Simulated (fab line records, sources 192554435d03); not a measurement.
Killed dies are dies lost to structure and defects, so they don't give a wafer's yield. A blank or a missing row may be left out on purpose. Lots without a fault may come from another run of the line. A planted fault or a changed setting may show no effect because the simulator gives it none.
Which tool did it? | flow n5_finfet | 9 lots, 27 wafers sampled, at 5 steps of a route of 1938

WHAT THE GAUGES READ, wafer by wafer
N5_BEOL_M1_CD_MEAS_18: pitch 36 nm, target cd 18 nm. Usual: cd_nm 18.0 nm, standard deviation 0.32.
lot  | measured     | on        | cd_nm (nm)     | flag
L601 | day 6 07:31  | cd_sem-03 | 18.1 18.3 18.0 |
L602 | day 6 16:08  | cd_sem-02 | 18.1 18.2 17.7 |
L603 | day 6 22:49  | cd_sem-02 | 17.9 18.0 17.6 |
L606 | day 7 14:46  | cd_sem-02 | 17.6 17.8 17.8 |
L607 | day 8 01:10  | cd_sem-01 | 18.6 18.2 18.5 |
L612 | day 9 06:04  | cd_sem-03 | 18.0 18.1 18.0 |
L617 | day 10 10:33 | cd_sem-02 | 18.1 17.9 18.0 |
L619 | day 10 20:28 | cd_sem-03 | 17.6 18.1 17.6 |
L623 | day 11 23:04 | cd_sem-02 | 18.0 18.0 17.9 |

N5_BEOL_M4_RC_MEAS_101. Usual: DIBL_N 36.0 mV/V, standard deviation 1.7; DIBL_P 36.0 mV/V, standard deviation 2; IOFF_N 0.156 nA/um, standard deviation 0.028; IOFF_P 0.21 nA/um, standard deviation 0.04; ION_N 673 uA/um, standard deviation 12; ION_P 463 uA/um, standard deviation 8.3; SS_N 71.4 mV/dec, standard deviation 0.6; SS_P 73.3 mV/dec, standard deviation 0.66; VT_N 250 mV, standard deviation 3; VT_P -250 mV, standard deviation 3.8.
lot  | measured     | on        | DIBL_N (mV/V)  | DIBL_P (mV/V)  | IOFF_N (nA/um)    | IOFF_P (nA/um) | ION_N (uA/um) | ION_P (uA/um) | SS_N (mV/dec)  | SS_P (mV/dec)  | VT_N (mV)   | VT_P (mV)      | flag
L601 | day 8 05:31  | prober-01 | 33.3 35.7 35.2 | 32.2 35.4 34.4 | 0.102 0.135 0.136 | 0.17 0.20 0.20 | 653 654 666   | 460 456 459   | 70.6 72.1 71.4 | 72.2 73.7 72.7 | 256 254 254 | -253 -251 -249 |
L602 | day 8 01:18  | prober-02 | 35.8 38.5 35.0 | 35.5 39.1 35.3 | 0.155 0.207 0.146 | 0.16 0.22 0.17 | 674 680 668   | 460 454 454   | 72.5 72.3 70.5 | 73.2 74.7 73.0 | 250 248 248 | -257 -251 -256 |
L603 | day 8 11:33  | prober-02 | 36.9 36.9 34.7 | 36.3 35.9 34.3 | 0.167 0.153 0.123 | 0.18 0.18 0.16 | 677 660 672   | 461 448 457   | 71.3 71.9 70.7 | 73.6 73.7 72.6 | 250 255 254 | -254 -255 -254 |
L606 | day 9 11:20  | prober-02 | 39.3 36.9 38.1 | 39.6 36.2 36.6 | 0.205 0.154 0.160 | 0.27 0.21 0.21 | 676 662 662   | 471 456 455   | 72.0 71.2 71.5 | 75.0 74.1 74.0 | 248 254 254 | -247 -253 -254 |
L607 | day 9 17:29  | prober-01 | 36.7 38.2 37.4 | 35.6 37.2 36.1 | 0.160 0.192 0.167 | 0.20 0.23 0.21 | 682 669 680   | 462 458 463   | 72.3 71.8 71.4 | 72.7 73.3 73.8 | 249 245 247 | -252 -249 -249 |
L612 | day 10 22:46 | prober-02 | 35.4 33.6 35.8 | 35.3 34.6 36.7 | 0.164 0.139 0.188 | 0.23 0.23 0.27 | 678 672 695   | 467 474 480   | 71.0 70.8 71.8 | 72.4 72.7 73.8 | 247 248 246 | -245 -247 -245 |
L617 | day 12 10:09 | prober-02 | 38.8 37.1 37.9 | 38.5 36.2 36.2 | 0.179 0.156 0.163 | 0.24 0.22 0.22 | 675 687 672   | 463 470 460   | 71.9 71.3 71.2 | 73.6 72.2 72.9 | 249 248 251 | -250 -248 -249 |
L619 | day 13 01:37 | prober-02 | 34.4 35.9 34.5 | 34.3 36.0 33.9 | 0.118 0.145 0.125 | 0.18 0.21 0.18 | 667 662 662   | 462 456 463   | 70.8 71.1 71.1 | 72.6 73.1 72.5 | 256 250 252 | -251 -251 -252 |
L623 | day 14 00:35 | prober-02 | 36.8 36.1 36.3 | 37.8 37.0 36.7 | 0.184 0.167 0.166 | 0.23 0.21 0.21 | 694 684 680   | 471 464 459   | 71.0 71.1 71.8 | 73.2 72.9 73.4 | 246 248 247 | -249 -251 -253 |

WHICH TOOL RAN EACH LOT (tool, then ch and the chambers of the sampled wafers, then the start)
lot  | N5_BEOL_M1_ETCH_64                 | N5_BEOL_M1_VIA_ETCH_34             | N5_BEOL_M1_TRENCH_ETCH_37
L601 | rie_diel-05 ch 0,1,2, day 6 07:10  | rie_diel-05 ch 1,2, day 6 09:52    | rie_diel-05 ch 1,2, day 8 05:31 or earlier
L602 | rie_diel-05 ch 0,3, day 6 15:47    | rie_diel-05 ch 0,2, day 6 17:25    | rie_diel-05 ch 0,2, day 8 01:18 or earlier
L603 | rie_diel-05 ch 0,1,3, day 6 22:28  | rie_diel-05 ch 0,2,3, day 7 01:23  | rie_diel-05 ch 0,2,3, day 8 11:33 or earlier
L606 | rie_diel-05 ch 1,3, day 7 14:25    | rie_diel-02 ch 2,3, day 7 17:11    | rie_diel-02 ch 2,3, day 9 11:20 or earlier
L607 | rie_diel-02 ch 0,2,3, day 8 00:44  | rie_diel-02 ch 0,2,3, day 8 11:59  | rie_diel-02 ch 0,2,3, day 9 17:29 or earlier
L612 | rie_diel-05 ch 0,2, day 9 05:43    | rie_diel-02 ch 1,3, day 9 08:49    | rie_diel-02 ch 1,3, day 10 22:46 or earlier
L617 | rie_diel-05 ch 0,2,3, day 10 10:03 | rie_diel-02 ch 0,1,3, day 10 13:21 | rie_diel-02 ch 0,1,3, day 12 10:09 or earlier
L619 | rie_diel-02 ch 1,2, day 10 20:07   | rie_diel-02 ch 1,2,3, day 10 22:28 | rie_diel-02 ch 1,2,3, day 13 01:37 or earlier
L623 | rie_diel-04 ch 0,3, day 11 22:23   | rie_diel-05 ch 1,2,3, day 12 02:51 | rie_diel-05 ch 1,2,3, day 14 00:35 or earlier
- N5_BEOL_M1_ETCH_64: etches SOC in N2/H2, target depth 75 nm, overetch 15 nm, time 112.5 s.
- N5_BEOL_M1_VIA_ETCH_34: etches the open film in C4F6/O2, target depth 67.8 nm, time 64.4 s.
- N5_BEOL_M1_TRENCH_ETCH_37: etches SiOC in C4F6/O2, target depth 55.207 nm, time 29 s.

WHAT THE TOOLS THEMSELVES READ (means of the sampled wafers that have a number; where no wafer has one, the mark that the record gives instead)
N5_BEOL_M1_ETCH_64. Usual: drypump_motor_current_A 5.9 A, standard deviation 0.57; oes_product_au 0.63 a.u., standard deviation 0.071; rf_vpp_V 523.9 V, standard deviation 2.4; showerhead_plenum_p_Torr 2.54 Torr, standard deviation 0.084; throttle_valve_pct 17.83 %, standard deviation 0.22.
lot  | tool        | drypump_motor_current_A (A) | oes_product_au (a.u.) | rf_vpp_V (V) | showerhead_plenum_p_Torr (Torr) | throttle_valve_pct (%) | flag
L601 | rie_diel-05 | 5.9                         | 0.65                  | 523.5        | 2.53                            | 17.73                  |
L602 | rie_diel-05 | 6.1                         | 0.62                  | 523.7        | 2.52                            | 17.81                  |
L603 | rie_diel-05 | 5.8                         | 0.61                  | 523.0        | 2.51                            | 17.78                  |
L606 | rie_diel-05 | 5.9                         | 0.62                  | 520.9        | 2.45                            | 17.72                  |
L607 | rie_diel-02 | 6.1                         | 0.60                  | 523.1        | 2.50                            | 17.95                  |
L612 | rie_diel-05 | 5.8                         | 0.61                  | 524.1        | 2.58                            | 17.84                  |
L617 | rie_diel-05 | 6.1                         | 0.63                  | 523.7        | 2.52                            | 17.82                  |
L619 | rie_diel-02 | 6.6                         | 0.66                  | 523.3        | 2.54                            | 18.00                  |
L623 | rie_diel-04 | 5.5                         | 0.71                  | 526.8        | 2.65                            | 17.48                  |

N5_BEOL_M1_VIA_ETCH_34. Usual: drypump_motor_current_A 5.9 A, standard deviation 0.56; oes_product_au 0.81 a.u., standard deviation 0.1; rf_vpp_V 661 V, standard deviation 11; run_length_s 87.8 s, standard deviation 0.42; showerhead_plenum_p_Torr 2.86 Torr, standard deviation 0.09; throttle_valve_pct 30.74 %, standard deviation 0.25.
lot  | tool        | drypump_motor_current_A (A) | oes_product_au (a.u.) | rf_vpp_V (V) | run_length_s (s) | showerhead_plenum_p_Torr (Torr) | throttle_valve_pct (%) | flag
L601 | rie_diel-05 | 5.9                         | 0.83                  | 646          | 88.1             | 2.77                            | 30.65                  |
L602 | rie_diel-05 | 5.8                         | 0.78                  | 657          | 87.8             | 2.88                            | 30.66                  |
L603 | rie_diel-05 | 6.1                         | 0.82                  | 659          | 87.8             | 2.82                            | 30.61                  |
L606 | rie_diel-02 | 6.6                         | 0.79                  | 659          | 87.7             | 2.86                            | 30.87                  |
L607 | rie_diel-02 | 6.1                         | 0.76                  | 657          | 87.6             | 2.79                            | 30.82                  |
L612 | rie_diel-02 | 6.4                         | 0.82                  | 663          | 87.8             | 2.83                            | 30.82                  |
L617 | rie_diel-02 | 5.9                         | 0.88                  | 665          | 78.8             | 2.88                            | 30.65                  | OFF
L619 | rie_diel-02 | 6.5                         | 0.81                  | 661          | 79.2             | 2.84                            | 30.94                  | OFF
L623 | rie_diel-05 | 6.1                         | 0.79                  | 654          | 88.1             | 2.74                            | 30.64                  |

N5_BEOL_M1_TRENCH_ETCH_37. Usual: drypump_motor_current_A 5.9 A, standard deviation 0.56; oes_product_au 0.80 a.u., standard deviation 0.1; rf_vpp_V 661 V, standard deviation 11; run_length_s 52.3 s, standard deviation 0.44; showerhead_plenum_p_Torr 2.86 Torr, standard deviation 0.09; throttle_valve_pct 20.85 %, standard deviation 0.23.
lot  | tool        | drypump_motor_current_A (A) | oes_product_au (a.u.) | rf_vpp_V (V) | run_length_s (s) | showerhead_plenum_p_Torr (Torr) | throttle_valve_pct (%) | flag
L601 | rie_diel-05 | 5.9                         | 0.83                  | 646          | 52.8             | 2.78                            | 20.75                  |
L602 | rie_diel-05 | 5.8                         | 0.78                  | 657          | 52.4             | 2.89                            | 20.78                  |
L603 | rie_diel-05 | 6.1                         | 0.81                  | 660          | 52.5             | 2.83                            | 20.73                  |
L606 | rie_diel-02 | 6.6                         | 0.79                  | 659          | 52.3             | 2.86                            | 21.02                  |
L607 | rie_diel-02 | 6.1                         | 0.76                  | 657          | 52.1             | 2.80                            | 20.98                  |
L612 | rie_diel-02 | 6.4                         | 0.82                  | 664          | 52.4             | 2.83                            | 20.94                  |
L617 | rie_diel-02 | 5.9                         | 0.88                  | 664          | 52.0             | 2.89                            | 20.77                  |
L619 | rie_diel-02 | 6.5                         | 0.82                  | 660          | 52.1             | 2.84                            | 21.02                  |
L623 | rie_diel-05 | 6.1                         | 0.79                  | 654          | 52.7             | 2.75                            | 20.78                  |

THE ANSWER, worked out from the rows above alone
Rule: a lot is off if the mean of its wafers that have a number lies more than 3 standard deviations from the usual mean. A lot without any number at a reading at which 4 lots or more have one is off too. The other lots that the step has rows for count as sound. The gauges are gone through in route order, then the tools' own readings, and for those a lot's mean is taken as printed above. The first step at which some lot is off is used, and at that step the reading that is off furthest; a lot without a number counts as furthest.
Off: L617, L619, at N5_BEOL_M1_VIA_ETCH_34 (run_length_s).
A tool fits if, at that step or a process step before it, it ran every lot that is off, and no sound lot after the first of them. One fits: rie_diel-02 at N5_BEOL_M1_VIA_ETCH_34. Its last sound lot is L612 (day 9 08:49), its first lot that is off L617 (day 10 13:21): a fault that began between those two fits.
The tool's own readings at N5_BEOL_M1_VIA_ETCH_34 bear it out: on the lots that are off they differ by more than 5 times the standard deviation of the sound lots' means. run_length_s reads 79.0 s there against 87.8 s on the sound lots.

WHAT THE SIMULATOR HAD PUT IN
Process parameter drift: rie_diel-02, from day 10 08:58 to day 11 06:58, at N5_BEOL_M1_VIA_ETCH_34. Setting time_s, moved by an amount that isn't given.
Lots struck among those shown: L617, L619. The rule above found the same.
